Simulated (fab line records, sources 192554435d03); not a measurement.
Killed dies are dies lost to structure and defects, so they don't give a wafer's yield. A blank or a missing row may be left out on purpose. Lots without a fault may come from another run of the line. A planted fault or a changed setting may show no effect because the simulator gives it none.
Problem report in the 8D (eight disciplines) form, filled by code | flow n5_finfet | the parts of the form that need people (team, actions taken, sign-off) are left out

1. THE PROBLEM
oes_product_au at N5_BEOL_M0_SAQP_ETCH_102 reads a mean of 1.440 a.u. on 3 wafers of 3 lots; wafers without a fault read 1.000 a.u. with a standard deviation of 0.019. That is +23 standard deviations from the usual mean.
The step: etches SiO2 in CF4, target depth 4 nm, time 4.4 s.
First seen on wafer L945.5, day 8 04:04, on rie_si-05. The record holds 24 wafers of 9 lots with a number at this step. Rule for "out", or "out of limits": more than 4 standard deviations from the usual mean. The other wafers with a number count as sound.

2. WHAT IT IS AND WHAT IT IS NOT
question                    | is                     | is not
which readings at this step | oes_product_au         | chamber_pressure_mTorr, drypump_motor_current_A
which lots                  | L945, L946, L950       | L938, L941, L957, L958, L959, L960
which wafers of those lots  | L945.5, L946.5, L950.2 | L945.4, L946.4, L950.4
read on which tools         | rie_si-05              | rie_si-01, rie_si-04
when                        | from day 8 04:04       | up to then (7 sound wafers); but 14 sound wafers of L946, L950, L957, L958, L959, L960 came after

3. SUSPECTS, AND WHAT RULES EACH OUT
Counting: a tool at a process step up to the reading stays a suspect if it ran every lot that is out. Sound lots after the first of them don't rule it out here, since some wafers of a struck lot are sound.
- rie_si-05 at N5_BEOL_M0_SAQP_ETCH_102 (etches SiO2 in CF4, target depth 4 nm, time 4.4 s): kept. It ran every lot that is out, first L945 (day 8 04:04); its last sound lot up to then is L941 (day 6 11:43). Its own readings are out on those wafers: oes_product_au.
Left after counting: rie_si-05 at N5_BEOL_M0_SAQP_ETCH_102.

4. THE CAUSE (what the simulator had put in)
Process parameter drift: rie_si-05, from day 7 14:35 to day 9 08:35, at N5_BEOL_M0_SAQP_ETCH_102. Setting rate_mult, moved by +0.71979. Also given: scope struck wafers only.
Counting left only this tool.

5. THE CHAIN OF EFFECTS, in route order
Each row: a reading whose mean over the struck wafers that have a number lies more than 3 standard deviations from the usual. Only readings for which the record gives a usual standard deviation are gone through. hours: the time from each lot's start at the first step in this table that gives one to its start at this step, as a median over the lots. sigmas: the change in usual standard deviations.
hours | step                     | reading        | usual      | on struck wafers | change | sigmas
0     | N5_BEOL_M0_SAQP_ETCH_102 | oes_product_au | 1.000 a.u. | 1.440            | +0.440 | +23
The process steps in it:
- N5_BEOL_M0_SAQP_ETCH_102: etches SiO2 in CF4, target depth 4 nm, time 4.4 s.
Later measuring or inspecting steps at which every struck wafer that the step has a row for has a number for every such reading, and none has moved that far: N5_BEOL_M4_RC_MEAS_101.

6. WHAT WOULD HAVE CAUGHT IT SOONER
In this record the first reading out of limits was taken at day 8 04:04, 13 hours after the fault began at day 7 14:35.
